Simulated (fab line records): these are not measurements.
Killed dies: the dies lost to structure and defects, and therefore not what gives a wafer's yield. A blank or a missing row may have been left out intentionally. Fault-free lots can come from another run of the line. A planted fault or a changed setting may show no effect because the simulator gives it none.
A struck lot beside a sound one	flow n5-finfet	16 out of 1938 route steps
Sound: wafers L285.1, L285.3, L285.4. Struck: wafers L303.3, L303.6 (left out: L303.1, a lot-mate that was not struck); the cause follows at the end.
For every step that has rows: the tool of each side, followed by ch and its chambers, followed by its first start. Under that, the readings that differ: sound wafers	struck wafers	difference of the means	sigmas: that difference in standard deviations of wafers without a fault.
alike: readings whose means differ by less than 2 such deviations, and words and numbers that are the same on both sides. not compared: withheld readings, readings that some wafer has no value for, bounds like >300 that may hide the same value, and numbers for which the record gives no deviation and whose values overlap.
The two part at a step that has a row with sigmas, a row that says differs or no value, or rows on one side only. Numbers that don't overlap but have no deviation are shown without sigmas and don't part them. A reading that every wafer of one side lacks parts them only if that side has two wafers or more.

first, 8 steps without rows for these wafers: N5_SDB_COAT_03 (time 60 s, resist thk 100 nm); N5_SDB_COAT_04 (time 60 s, resist thk 18 nm); N5_SDB_COAT_05 (resist thk 90 nm); N5_SDB_EBR_07; N5_SDB_SOFTBAKE_06 (time 60 s); N5_SDB_EXPOSE_08 (exposes mask SDB); N5_SDB_PEB_09 (peb time 60 s); N5_SDB_DEVELOP_10 (develop time 30 s).
N5_SDB_CD_MEAS_11: target cd 50 nm.
  sound on cd-sem-01 ch 0, day 3 20:06; struck on cd-sem-01 ch 0, day 8 05:04
  alike: cd-nm
N5_SDB_OVL_MEAS_12:
  sound on overlay-02 ch 0, day 3 20:08; struck on overlay-01 ch 0, day 8 05:05
  alike: SDB_OVL
N5_SDB_INSPECT_13: inspects for defects (brightfield).
  sound: defect-inspect-02 at day 3 20:10; struck: defect-inspect-02 at day 8 05:07
  alike: raw-defect-count
N5_SDB_DESCUM_16: chemistry O2, time 7.9 s.
  sound on rie-diel-05 ch 0,2,3, day 3 20:23; struck on rie-diel-01 ch 3, day 8 05:09
  alike: drypump-motor-current-A, oes-product-au, rf-vpp-V, showerhead-plenum-p-Torr, throttle-valve-pct
  not compared: rf-hours-counter-h
N5_SDB_ETCH_17: etches SiARC in CF4, target depth 23.4 nm, time 39 s.
  sound on rie-diel-05 ch 0,2,3, day 3 20:25; struck on rie-diel-01 ch 3, day 8 05:11
reading	sound	struck	difference	sigmas
etch-rf-on-time-s (s)	38.9 39.8 39.2	27.8 27.8	-11.5	-12
  alike: drypump-motor-current-A, oes-product-au, rf-vpp-V, showerhead-plenum-p-Torr, throttle-valve-pct
  not compared: rf-hours-counter-h
N5_SDB_ETCH_18: etches SOC in N2/H2, target depth 100 nm, overetch 20 nm, time 150 s.
  sound on rie-diel-05 ch 0,2,3, day 3 20:27; struck on rie-diel-01 ch 3, day 8 05:13
  alike: drypump-motor-current-A, oes-product-au, rf-vpp-V, showerhead-plenum-p-Torr, throttle-valve-pct
  not compared: rf-hours-counter-h
-- the record jumps here: 4 days lie between the struck wafers' starts before and after (it left off in module SDB and takes up again in module BEOL_M4, whose first step shown is number 1111 of the route) --
N5_BEOL_M4_RC_MEAS_101:
  sound on prober-02 ch 0, day 8 14:50; struck on prober-02 ch 0, day 12 10:08
  alike: DIBL_N, DIBL_P, IOFF_N, IOFF_P, ION_N, ION_P, SS_N, SS_P, VT_N, VT_P
-- the record jumps here: 5 days lie between the struck wafers' starts before and after (it left off in module BEOL_M4 and takes up again in module PASSIVATION, whose first step shown is number 1936 of the route) --
N5_PASSIVATION_PROBE_49:
  sound: prober-01 at day 13 08:47; struck: prober-02 at day 17 11:35
  alike: defect-limited-yield, killed_at_M0_to_M3, killed_at_M4_up, killed-at-contacts, killed-at-front-end, killed-at-other, killed-dies, killed-on-rim, killed-open, killed-short, sort_bin_4_leakage, sort_bin_5_function, sort_bin_6_memory, sort-n-pass, sort-yield-pct

## WHERE THEY PART
N5_SDB_ETCH_17 only, going by this record. Later steps at which nothing parts them and some readings are alike: N5_SDB_ETCH_18, N5_BEOL_M4_RC_MEAS_101, N5_PASSIVATION_PROBE_49.

WHY: the cause the simulator had injected
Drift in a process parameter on rie-diel-01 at N5_SDB_ETCH_17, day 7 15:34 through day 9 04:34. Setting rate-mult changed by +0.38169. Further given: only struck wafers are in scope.
